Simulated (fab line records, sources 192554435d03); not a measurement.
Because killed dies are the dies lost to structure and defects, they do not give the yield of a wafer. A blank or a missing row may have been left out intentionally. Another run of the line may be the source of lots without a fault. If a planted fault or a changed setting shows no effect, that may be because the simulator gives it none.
Matching of chambers -- flow n5_finfet -- N5_ILD0_ALD_15 on ald_sin-04: 4 sister chambers
The step deposits SiNx, target thk 24 nm, pulse time 1 s, ald cycles 480. 4 wafers are shown with their chamber, then 8 later ones without.

WAFERS WITH THEIR CHAMBER
wafer,chamber,heater_power_w (W)
L088.3,1,783
L090.4,2,975
L090.5,3,876
L092.1,0,773

WAFERS WITHOUT THEIR CHAMBER
wafer,heater_power_w (W)
L092.2,1003
L092.6,757
L095.2,798
L095.5,889
L095.6,755
L096.2,756
L096.4,973
L096.5,748

CHAMBER TAKEN BY EACH
wafer,from the rows above,in truth
L092.2,2,2
L092.6,can't be placed: 0 or 1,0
L095.2,can't be placed: 1 or 0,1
L095.5,3,3
L095.6,can't be placed: 0 or 1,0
L096.2,can't be placed: 0 or 1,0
L096.4,2,2
L096.5,can't be placed: 0 or 1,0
Correctly placed: 3 of 8. Cannot be placed on the basis of these rows: 5; the candidates contain the true chamber in 5. Wrongly placed: 0.
How it was worked out, from the rows above alone: a wafer's distance from a chamber is the root of the sum, over the readings, of the square of ((its reading less the chamber's mean) divided by the reading's scatter). The wafer belongs to the nearest chamber; if the next one is less than 2 further off, it can't be placed. The mean given for a chamber averages the wafers shown for that chamber. The scatter (one wafer shown for each chamber): square how far every hidden wafer sits from the nearest shown wafer, average those squares and take the square root.
